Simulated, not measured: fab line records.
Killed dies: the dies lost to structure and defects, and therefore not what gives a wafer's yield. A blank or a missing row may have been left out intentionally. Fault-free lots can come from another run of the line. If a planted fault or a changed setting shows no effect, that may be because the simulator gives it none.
fab line records | flow nandHarc
record lots=6 | wafers=18 | lastDay=33
route steps=1302 shown A_CONTACT@1046 END@1302
lots with no fault: from the same line, run without faults
startH: the number of hours between the record's first day and the start of the first shown wafer of the lot | waitH: time in hours since the lot's previous step | " unchanged from the row above | L1.1+2: several wafers, shown together as one row | - either no value or no given start | * or withheld: withheld | < > ~ a bound
route shown NAME@n: names a module that has steps shown in the file, with the first one's number in the route | usual: mean/standard deviation of fault-free wafers | same: alike in all rows | chamber/n: place in a boat | sites: the reading at each site | _std_site: the standard deviation of these | _edge_site: the outer-site mean with the inner-site mean subtracted | radiusMm: for every site, how far away it sits from the centre of the wafer | mask NAME#n: copy n | behind: the tool/chamber that last shaped the wafer | hold: reason for holding the lot/hours on hold/outcome of the hold | device: the transistor (n, p or np) that didn't switch | end of line: the tests these same wafers got at the end of their route | a step given without rows: its recipe and nothing more | killed: dies lost to structure and defects at the first sort, not the wafer's yield | map: shows each die of a wafer: x if killed, . if not, _ if none is there
set.NAME: the setting as run; set.NAME@STEP: as run at that earlier step | model.NAME: the simulator's own value behind a step, which no gauge read
lots at some steps of the route; a table a step, a row a wafer
services: from which hour (startH, from the record's first day; less than 0 if before it) a tool's chamber was out of use, for how many hours, and why
## steps
# step NHARC_A_CONTACT_ETCH_78
# recipe targetDepthA=53000 | overEtchFrac=0.3 | timeS=1378 | ionEnergyEv=150 | o2FlowSccm=400 | cosFlowSccm=20 | arFlowSccm=0 | rfW=500 | biasW=300 | chemistry=O2/COS
# step NHARC_A_CONTACT_ETCH_124
# recipe sourceW=withheld | pressureMtorr=20 | biasV=withheld | timeS=140 | targetDepthA=7000 | arFlowSccm=withheld | c4f8FlowSccm=withheld | o2FlowSccm=withheld | chemistry=C4F8/O2/Ar
# usual runLengthS=141.2/0.47
lot.wafer | tool          | chamber | startH | waitH | rfHoursCounterH | runLengthS
L172.2    | harCapEtch-02 | 1       | 528.37 | -     | 83              | 141.4
L172.3    | "             | 1       | "      | "     | -               | 141.3
L172.5    | "             | 1       | "      | "     | -               | 141.8
L173.1    | harCapEtch-01 | 1       | 531.49 | -     | 4               | 140.7
L173.4    | "             | 1       | "      | "     | -               | 141.0
L173.3    | "             | 0       | "      | "     | -               | 140.5
L187.1    | harCapEtch-03 | 1       | 649.13 | -     | 68              | 141.3
L187.3    | "             | 0       | "      | "     | -               | 142.2
L187.5    | "             | 1       | "      | "     | -               | 141.3
L186.2    | harCapEtch-01 | 1       | 651.28 | -     | 27              | 140.8
L186.3    | "             | 0       | "      | "     | -               | 140.5
L186.4    | "             | 1       | "      | "     | -               | 140.8
L191.3    | harCapEtch-02 | 0       | 697.82 | -     | -               | 141.4
L191.5    | "             | 0       | "      | "     | -               | 141.4
L191.6    | "             | 1       | "      | "     | -               | 141.4
L195.1    | harCapEtch-02 | 0       | 731.21 | -     | 119             | 141.4
L195.3    | "             | 0       | "      | "     | -               | 141.7
L195.4    | "             | 1       | "      | "     | -               | 141.6
# step NHARC_A_CONTACT_ETCH_125
# recipe sourceW=withheld | pressureMtorr=20 | biasV=3000 | timeS=197 | targetDepthA=19180 | arFlowSccm=withheld | c4f8FlowSccm=withheld | o2FlowSccm=withheld | chemistry=C4F8/O2/Ar
# usual runLengthS=197/0
lot.wafer | tool          | chamber | startH | waitH | rfHoursCounterH | runLengthS
L172.2    | harCapEtch-02 | 1       | 528.57 | 0.2   | 83              | 197
L172.3    | "             | 1       | "      | "     | -               | 197
L172.5    | "             | 1       | "      | "     | -               | 197
L173.1    | harCapEtch-01 | 1       | 531.69 | 0.2   | 4               | 197
L173.4    | "             | 1       | "      | "     | -               | 197
L173.3    | "             | 0       | "      | "     | -               | 197
L187.1    | harCapEtch-03 | 1       | 649.40 | 0.2   | 68              | 197
L187.3    | "             | 0       | "      | "     | -               | 197
L187.5    | "             | 1       | "      | "     | -               | 197
L186.2    | harCapEtch-01 | 1       | 651.48 | 0.2   | 28              | 197
L186.3    | "             | 0       | "      | "     | -               | 197
L186.4    | "             | 1       | "      | "     | -               | 197
L191.3    | harCapEtch-02 | 0       | 698.01 | 0.2   | -               | 197
L191.5    | "             | 0       | "      | "     | -               | 197
L191.6    | "             | 1       | "      | "     | -               | 197
L195.1    | harCapEtch-02 | 0       | 731.41 | 0.2   | 119             | 197
L195.3    | "             | 0       | "      | "     | -               | 197
L195.4    | "             | 1       | "      | "     | -               | 197
# step NHARC_A_CONTACT_ETCH_126
# recipe sourceW=withheld | pressureMtorr=20 | biasV=3000 | timeS=197 | targetDepthA=19180 | arFlowSccm=withheld | c4f8FlowSccm=withheld | o2FlowSccm=withheld | chemistry=C4F8/O2/Ar
# step NHARC_A_CONTACT_ETCH_127
# recipe sourceW=withheld | pressureMtorr=20 | biasV=3000 | timeS=197 | targetDepthA=19180 | arFlowSccm=withheld | c4f8FlowSccm=withheld | o2FlowSccm=withheld | chemistry=C4F8/O2/Ar
# usual runLengthS=197/0
lot.wafer | tool          | chamber | startH | waitH | rfHoursCounterH | runLengthS
L172.2    | harCapEtch-02 | 1       | 528.92 | 0.1   | 83              | 197
L172.3    | "             | 1       | "      | "     | -               | 197
L172.5    | "             | 1       | "      | "     | -               | 197
L173.1    | harCapEtch-01 | 1       | 532.04 | 0.1   | 5               | 197
L173.4    | "             | 1       | "      | "     | -               | 197
L173.3    | "             | 0       | "      | "     | -               | 197
L187.1    | harCapEtch-03 | 1       | 649.87 | 0.2   | 69              | 197
L187.3    | "             | 0       | "      | "     | -               | 197
L187.5    | "             | 1       | "      | "     | -               | 197
L186.2    | harCapEtch-01 | 1       | 651.83 | 0.1   | 28              | 197
L186.3    | "             | 0       | "      | "     | -               | 197
L186.4    | "             | 1       | "      | "     | -               | 197
L191.3    | harCapEtch-02 | 0       | 698.36 | 0.1   | -               | 197
L191.5    | "             | 0       | "      | "     | -               | 197
L191.6    | "             | 1       | "      | "     | -               | 197
L195.1    | harCapEtch-02 | 0       | 731.76 | 0.1   | 120             | 197
L195.3    | "             | 0       | "      | "     | -               | 197
L195.4    | "             | 1       | "      | "     | -               | 197
# step NHARC_A_CONTACT_ETCH_128
# recipe sourceW=withheld | pressureMtorr=20 | biasV=3000 | timeS=197 | targetDepthA=19180 | arFlowSccm=withheld | c4f8FlowSccm=withheld | o2FlowSccm=withheld | chemistry=C4F8/O2/Ar
# usual runLengthS=197/0
lot.wafer | tool          | chamber | startH | waitH | rfHoursCounterH | runLengthS
L172.2    | harCapEtch-02 | 1       | 529.10 | 0.1   | 83              | 197
L172.3    | "             | 1       | "      | "     | -               | 197
L172.5    | "             | 1       | "      | "     | -               | 197
L173.1    | harCapEtch-01 | 1       | 532.22 | 0.1   | 5               | 197
L173.4    | "             | 1       | "      | "     | -               | 197
L173.3    | "             | 0       | "      | "     | -               | 197
L187.1    | harCapEtch-03 | 1       | 650.10 | 0.2   | 69              | 197
L187.3    | "             | 0       | "      | "     | -               | 197
L187.5    | "             | 1       | "      | "     | -               | 197
L186.2    | harCapEtch-01 | 1       | 652.01 | 0.1   | 28              | 197
L186.3    | "             | 0       | "      | "     | -               | 197
L186.4    | "             | 1       | "      | "     | -               | 197
L191.3    | harCapEtch-02 | 0       | 698.54 | 0.1   | -               | 197
L191.5    | "             | 0       | "      | "     | -               | 197
L191.6    | "             | 1       | "      | "     | -               | 197
L195.1    | harCapEtch-02 | 0       | 731.94 | 0.1   | 120             | 197
L195.3    | "             | 0       | "      | "     | -               | 197
L195.4    | "             | 1       | "      | "     | -               | 197
# step NHARC_A_CONTACT_ETCH_129
# recipe sourceW=withheld | pressureMtorr=20 | biasV=3000 | timeS=197 | targetDepthA=19180 | arFlowSccm=withheld | c4f8FlowSccm=withheld | o2FlowSccm=withheld | chemistry=C4F8/O2/Ar
# step NHARC_A_CONTACT_ETCH_130
# recipe sourceW=withheld | pressureMtorr=20 | biasV=3000 | timeS=197 | targetDepthA=19180 | arFlowSccm=withheld | c4f8FlowSccm=withheld | o2FlowSccm=withheld | chemistry=C4F8/O2/Ar
# step NHARC_A_CONTACT_ETCH_131
# recipe sourceW=withheld | pressureMtorr=20 | biasV=3000 | timeS=197 | targetDepthA=19180 | arFlowSccm=withheld | c4f8FlowSccm=withheld | o2FlowSccm=withheld | chemistry=C4F8/O2/Ar
# step NHARC_A_CONTACT_ETCH_132
# recipe sourceW=withheld | pressureMtorr=20 | biasV=3000 | timeS=197 | targetDepthA=19240 | arFlowSccm=withheld | c4f8FlowSccm=withheld | o2FlowSccm=withheld | chemistry=C4F8/O2/Ar
# usual runLengthS=197/0
lot.wafer | tool          | chamber | startH | waitH | rfHoursCounterH | runLengthS
L172.2    | harCapEtch-02 | 1       | 529.80 | 0.1   | 84              | 197
L172.3    | "             | 1       | "      | "     | -               | 197
L172.5    | "             | 1       | "      | "     | -               | 197
L173.1    | harCapEtch-01 | 1       | 532.92 | 0.1   | 5               | 197
L173.4    | "             | 1       | "      | "     | -               | 197
L173.3    | "             | 0       | "      | "     | -               | 197
L187.1    | harCapEtch-03 | 1       | 651.04 | 0.2   | 70              | 197
L187.3    | "             | 0       | "      | "     | -               | 197
L187.5    | "             | 1       | "      | "     | -               | 197
L186.2    | harCapEtch-01 | 1       | 652.72 | 0.1   | 29              | 197
L186.3    | "             | 0       | "      | "     | -               | 197
L186.4    | "             | 1       | "      | "     | -               | 197
L191.3    | harCapEtch-02 | 0       | 699.25 | 0.1   | -               | 197
L191.5    | "             | 0       | "      | "     | -               | 197
L191.6    | "             | 1       | "      | "     | -               | 197
L195.1    | harCapEtch-02 | 0       | 732.63 | 0.1   | 120             | 197
L195.3    | "             | 0       | "      | "     | -               | 197
L195.4    | "             | 1       | "      | "     | -               | 197
# step NHARC_A_CONTACT_ETCH_133
# recipe sourceW=withheld | pressureMtorr=20 | biasV=400 | timeS=374 | targetDepthA=16100 | arFlowSccm=withheld | c4f8FlowSccm=11.5 | o2FlowSccm=7.2 | chemistry=C4F8/O2/Ar
# step NHARC_A_CONTACT_ETCH_91
# recipe targetDepthA=400 | overEtchFrac=0.5 | timeS=85.7 | ionEnergyEv=120 | ch3fFlowSccm=50 | o2FlowSccm=30 | arFlowSccm=200 | rfW=500 | biasW=100 | chemistry=CH3F/O2
# step NHARC_A_CONTACT_ETCH_97
# recipe targetDepthA=200 | overEtchFrac=0.5 | timeS=10 | ionEnergyEv=250 | c4f6FlowSccm=25 | o2FlowSccm=20 | arFlowSccm=500 | rfW=600 | biasW=500 | chemistry=C4F6/O2
# usual drypumpMotorCurrentA=5.7/0.43 | oesProductAu=0.956/0.026 | rfVppV=547/3.7 | runLengthS=31.0/0.41 | showerheadPlenumPTorr=3.95/0.17 | throttleValvePct=26.902/0.0094
lot.wafer | tool       | chamber | startH | waitH | drypumpMotorCurrentA | oesProductAu | rfHoursCounterH | rfVppV | runLengthS | showerheadPlenumPTorr | throttleValvePct
L172.2    | rieDiel-02 | 3       | 530.87 | -     | 5.2                  | 0.936        | 43              | 551    | 31.9       | 4.14                  | 26.917
L172.3    | "          | 0       | "      | "     | 5.3                  | 0.954        | 29              | 548    | 31.5       | 4.01                  | 26.910
L172.5    | "          | 3       | "      | "     | 5.3                  | 0.925        | -               | 552    | 31.6       | 4.14                  | 26.917
L173.1    | rieDiel-03 | 0       | 534.02 | -     | 5.6                  | 0.932        | 11              | 544    | 31.7       | 3.74                  | 26.914
L173.4    | "          | 1       | "      | "     | 6.2                  | 0.949        | 12              | 541    | 30.7       | 3.77                  | 26.910
L173.3    | "          | 2       | "      | "     | 6.3                  | 0.948        | 11              | 548    | 30.6       | 4.01                  | 26.902
L187.1    | rieDiel-03 | 0       | 652.34 | -     | 5.6                  | 0.925        | 2               | 543    | 27.3       | 3.73                  | 26.899
L187.3    | "          | 3       | "      | "     | 5.9                  | 0.927        | 2               | 551    | 31.1       | 4.10                  | 26.890
L187.5    | "          | 1       | "      | "     | 6.2                  | 0.950        | -               | 544    | 30.6       | 3.76                  | 26.902
L186.4    | rieDiel-03 | 0       | 653.80 | -     | 5.6                  | 0.936        | 2               | 543    | 31.0       | 3.73                  | 26.911
L186.2    | "          | 1       | "      | "     | 6.2                  | 0.939        | 1               | 545    | 27.1       | 3.75                  | 26.921
L186.3    | "          | 2       | "      | "     | 6.3                  | 0.938        | 2               | 549    | 30.5       | 4.00                  | 26.896
L191.3    | rieDiel-10 | 0       | 700.32 | 0.2   | 6.0                  | 0.995        | 26              | 552    | 31.0       | 4.13                  | 26.889
L191.6    | "          | 3       | "      | "     | 5.0                  | 0.999        | -               | 544    | 31.1       | 3.74                  | 26.893
L191.5    | "          | 0       | "      | "     | 6.0                  | 0.999        | -               | 552    | 31.3       | 4.13                  | 26.909
L195.4    | rieDiel-02 | 3       | 733.74 | -     | 5.2                  | 0.932        | 53              | 550    | 31.7       | 4.10                  | 26.897
L195.1    | "          | 0       | "      | "     | 5.3                  | 0.962        | 58              | 546    | 30.8       | 3.97                  | 26.910
L195.3    | "          | 1       | "      | "     | 5.3                  | 0.950        | 59              | 551    | 31.0       | 4.09                  | 26.892
# step NHARC_A_CONTACT_CD_MEAS_80
# usual cdNm=289.1/1.1
lot.wafer | tool     | chamber | startH | waitH | cdNm
L172.2    | cdSem-02 | -       | 530.95 | -     | 289.4
L172.3    | "        | -       | "      | "     | 289.4
L172.5    | "        | -       | "      | "     | 289.6
L173.1    | cdSem-03 | -       | 534.10 | -     | 289.5
L173.3    | "        | -       | "      | "     | 290.0
L173.4    | "        | -       | "      | "     | 289.9
L187.1    | cdSem-02 | -       | 652.42 | -     | 289.2
L187.3    | "        | -       | "      | "     | 289.3
L187.5    | "        | -       | "      | "     | 289.0
L186.2    | cdSem-02 | -       | 653.88 | -     | 288.7
L186.3    | "        | -       | "      | "     | 288.9
L186.4    | "        | -       | "      | "     | 288.4
L191.3    | cdSem-02 | -       | 700.41 | -     | 289.3
L191.5    | "        | -       | "      | "     | 289.2
L191.6    | "        | -       | "      | "     | 289.4
L195.1    | cdSem-03 | -       | 733.82 | -     | 290.4
L195.3    | "        | -       | "      | "     | 290.2
L195.4    | "        | -       | "      | "     | 290.8
# step NHARC_END_SORT_01
# recipe tempC=25
# usual killedAtArray=57/18 | killedAtOther=0.8/1 | killedAtPeriphery=3.9/2.8 | killedDies=62/18 | killedOpen=3.4/1.8 | killedShort=2.2/1.6
# same grossDies=677
lot.wafer | tool      | chamber | startH | waitH | killedAtArray | killedAtOther | killedAtPeriphery | killedDies | killedOpen | killedShort
L187.1    | prober-02 | 0       | 704.86 | 2.5   | 676           | 0             | 1                 | 677        | 5          | 2
L187.3    | prober-02 | 0       | 706.44 | 3.1   | 71            | 0             | 0                 | 71         | 6          | 2
L187.5    | prober-02 | 0       | 708.03 | 3.7   | 64            | 0             | 4                 | 68         | 1          | 6
L186.2    | prober-01 | 0       | 705.66 | 2.8   | 676           | 0             | 1                 | 677        | 1          | 2
L191.5    | prober-01 | 0       | 759.86 | 3.7   | 48            | 0             | 3                 | 51         | 2          | 1
L191.6    | prober-01 | 0       | 760.65 | 3.9   | 54            | 1             | 6                 | 61         | 1          | 1
# killed by level:class
L187.1 A_CONTACT:areaEtch=592 A_CHANNEL_HOLE_D1:chamberFilmFlake=36 A_SLIT:chamberFilmFlake=32 A_CONTACT:chamberFilmFlake=4 A_ONON_D1:geometricParticle:open=2 A_STAIRCASE:chamberFilmFlake=2 A_CHANNEL_HOLE_D1:geometricParticle:open=1 A_CHANNEL_HOLE_D1:geometricParticle:short=1
L186.2 A_CONTACT:areaEtch=625 A_CHANNEL_HOLE_D1:chamberFilmFlake=31 A_CHANNEL_HOLE_D2:chamberFilmFlake=11 A_SLIT:chamberFilmFlake=4 P_STI:geometricParticle:open=1 A_DECK1_JOINT:geometricParticle:short=1 A_CHANNEL_FILL_D2:geometricParticle:short=1 A_CHANNEL_FILL_D1:chamberFilmFlake=1
L187.3 A_CHANNEL_HOLE_D1:chamberFilmFlake=31 A_SLIT:chamberFilmFlake=24 A_BLC:geometricParticle:open=3 A_CONTACT:chamberFilmFlake=3 A_ONON_D1:geometricParticle:short=1 A_ONON_D1:geometricParticle:open=1 A_CHANNEL_FILL_D2:geometricParticle:short=1 A_WL_FILL:geometricParticle:open=1
L187.5 A_CHANNEL_HOLE_D1:chamberFilmFlake=29 A_SLIT:chamberFilmFlake=20 A_STAIRCASE:chamberFilmFlake=4 A_CONTACT:chamberFilmFlake=3 A_M0:geometricParticle:short=2 P_ZERO_WELL:chamberFilmFlake=2 A_CHANNEL_FILL_D1:chamberFilmFlake=2 P_M0:geometricParticle:short=1
L191.5 A_CHANNEL_HOLE_D1:chamberFilmFlake=33 A_SLIT:chamberFilmFlake=4 P_GATE:chamberFilmFlake=2 A_STAIRCASE:chamberFilmFlake=2 A_CONTACT:chamberFilmFlake=2 A_BONDPAD:chamberFilmFlake=2 A_CHANNEL_FILL_D1:geometricParticle:open=1 A_DECK1_JOINT:geometricParticle:short=1
L191.6 A_CHANNEL_HOLE_D1:chamberFilmFlake=33 A_CONTACT:chamberFilmFlake=11 P_M2:chamberFilmFlake=4 A_SLIT:chamberFilmFlake=4 A_BLC:geometricParticle:short=1 A_M0:geometricParticle:open=1 P_STI:chamberFilmFlake=1 P_GATE:chamberFilmFlake=1
# map L186.2 (x killed, . not)
____________x____________
_________xxxxxxx_________
_______xxxxxxxxxxx_______
______xxxxxxxxxxxxx______
_____xxxxxxxxxxxxxxx_____
____xxxxxxxxxxxxxxxxx____
____xxxxxxxxxxxxxxxxx____
___xxxxxxxxxxxxxxxxxxx___
___xxxxxxxxxxxxxxxxxxx___
__xxxxxxxxxxxxxxxxxxxxx__
__xxxxxxxxxxxxxxxxxxxxx__
_xxxxxxxxxxxxxxxxxxxxxxx_
_xxxxxxxxxxxxxxxxxxxxxxx_
_xxxxxxxxxxxxxxxxxxxxxxx_
_xxxxxxxxxxxxxxxxxxxxxxx_
_xxxxxxxxxxxxxxxxxxxxxxx_
xxxxxxxxxxxxxxxxxxxxxxxxx
xxxxxxxxxxxxxxxxxxxxxxxxx
xxxxxxxxxxxxxxxxxxxxxxxxx
xxxxxxxxxxxxxxxxxxxxxxxxx
xxxxxxxxxxxxxxxxxxxxxxxxx
_xxxxxxxxxxxxxxxxxxxxxxx_
_xxxxxxxxxxxxxxxxxxxxxxx_
_xxxxxxxxxxxxxxxxxxxxxxx_
_xxxxxxxxxxxxxxxxxxxxxxx_
_xxxxxxxxxxxxxxxxxxxxxxx_
__xxxxxxxxxxxxxxxxxxxxx__
__xxxxxxxxxxxxxxxxxxxxx__
___xxxxxxxxxxxxxxxxxxx___
___xxxxxxxxxxxxxxxxxxx___
____xxxxxxxxxxxxxxxxx____
____xxxxxxxxxxxxxxxxx____
_____xxxxxxxxxxxxxxx_____
______xxxxxxxxxxxxx______
_______xxxxxxxxxxx_______
_________xxxxxxx_________
____________x____________
# map L187.1 (x killed, . not)
____________x____________
_________xxxxxxx_________
_______xxxxxxxxxxx_______
______xxxxxxxxxxxxx______
_____xxxxxxxxxxxxxxx_____
____xxxxxxxxxxxxxxxxx____
____xxxxxxxxxxxxxxxxx____
___xxxxxxxxxxxxxxxxxxx___
___xxxxxxxxxxxxxxxxxxx___
__xxxxxxxxxxxxxxxxxxxxx__
__xxxxxxxxxxxxxxxxxxxxx__
_xxxxxxxxxxxxxxxxxxxxxxx_
_xxxxxxxxxxxxxxxxxxxxxxx_
_xxxxxxxxxxxxxxxxxxxxxxx_
_xxxxxxxxxxxxxxxxxxxxxxx_
_xxxxxxxxxxxxxxxxxxxxxxx_
xxxxxxxxxxxxxxxxxxxxxxxxx
xxxxxxxxxxxxxxxxxxxxxxxxx
xxxxxxxxxxxxxxxxxxxxxxxxx
xxxxxxxxxxxxxxxxxxxxxxxxx
xxxxxxxxxxxxxxxxxxxxxxxxx
_xxxxxxxxxxxxxxxxxxxxxxx_
_xxxxxxxxxxxxxxxxxxxxxxx_
_xxxxxxxxxxxxxxxxxxxxxxx_
_xxxxxxxxxxxxxxxxxxxxxxx_
_xxxxxxxxxxxxxxxxxxxxxxx_
__xxxxxxxxxxxxxxxxxxxxx__
__xxxxxxxxxxxxxxxxxxxxx__
___xxxxxxxxxxxxxxxxxxx___
___xxxxxxxxxxxxxxxxxxx___
____xxxxxxxxxxxxxxxxx____
____xxxxxxxxxxxxxxxxx____
_____xxxxxxxxxxxxxxx_____
______xxxxxxxxxxxxx______
_______xxxxxxxxxxx_______
_________xxxxxxx_________
____________x____________
## services
tool          | chamber | startH | hours | kind
harCapEtch-01 | 0       | 515.51 | -     | clean
harCapEtch-01 | 1       | 515.51 | -     | clean
rieDiel-03    | 0       | 516.30 | -     | clean
rieDiel-03    | 1       | 516.30 | -     | clean
rieDiel-03    | 2       | 516.30 | -     | clean
rieDiel-03    | 3       | 516.30 | -     | clean
rieDiel-02    | 0       | 539.74 | 2.6   | repair
rieDiel-03    | 0       | 540.82 | -     | clean
rieDiel-03    | 1       | 540.82 | -     | clean
rieDiel-03    | 2       | 540.82 | -     | clean
rieDiel-03    | 3       | 540.82 | -     | clean
rieDiel-02    | 2       | 541.20 | 28.6  | repair
rieDiel-02    | -       | 559.32 | 0.6   | repair
rieDiel-02    | -       | 571.69 | 9.0   | pm
rieDiel-10    | 3       | 581.32 | 4.8   | repair
rieDiel-02    | -       | 592.64 | 0.9   | repair
rieDiel-10    | -       | 597.51 | 9.0   | pm
rieDiel-10    | 2       | 615.70 | 9.7   | repair
rieDiel-03    | -       | 635.38 | 9.0   | pm
harCapEtch-01 | -       | 661.17 | 0.4   | repair
rieDiel-10    | 3       | 664.60 | 5.2   | repair
rieDiel-10    | 0       | 680.91 | 15.6  | repair
rieDiel-10    | 2       | 700.05 | 4.2   | repair
rieDiel-10    | 3       | 733.19 | 3.4   | repair
## key
firstSign step=NHARC_A_CONTACT_ETCH_97 | reading=runLengthS | direction=down | sigmas=9.2 | usual=* | struck=*
effect step=NHARC_END_SORT_01 | reading=killedDies | direction=up | sigmas=34 | usual=62 | struck=677
moreKillsBornAt NHARC_A_CONTACT_ETCH_97@rieDiel-03=1217
metAt NHARC_A_CONTACT_ETCH_97
struckWafers L186.2,L187.1
laterRowsLeftOut L186.2,L187.1
testerLeftOut L186,L187
onsetBetween 534.02 652.34
fault kind=processParameterDrift | tool=rieDiel-03 | chamber=- | onsetH=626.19 | steps=NHARC_A_CONTACT_ETCH_97 | channel=timeS | offset=* | shape=step | endH=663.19 | scope=struckWafersOnly | actsIn=* | stated=*
# testerLeftOut: of these lots the tester's yield and bins aren't shown, on N5 and GAA mostly nor the transistor test; their killed dies are dies lost to structure and defects alone, not to doping, threshold or leakage, so they don't give the yield
# laterRowsLeftOut: the simulator's readings of these wafers behind a module that went badly wrong aren't trusted and aren't shown, but for the sort
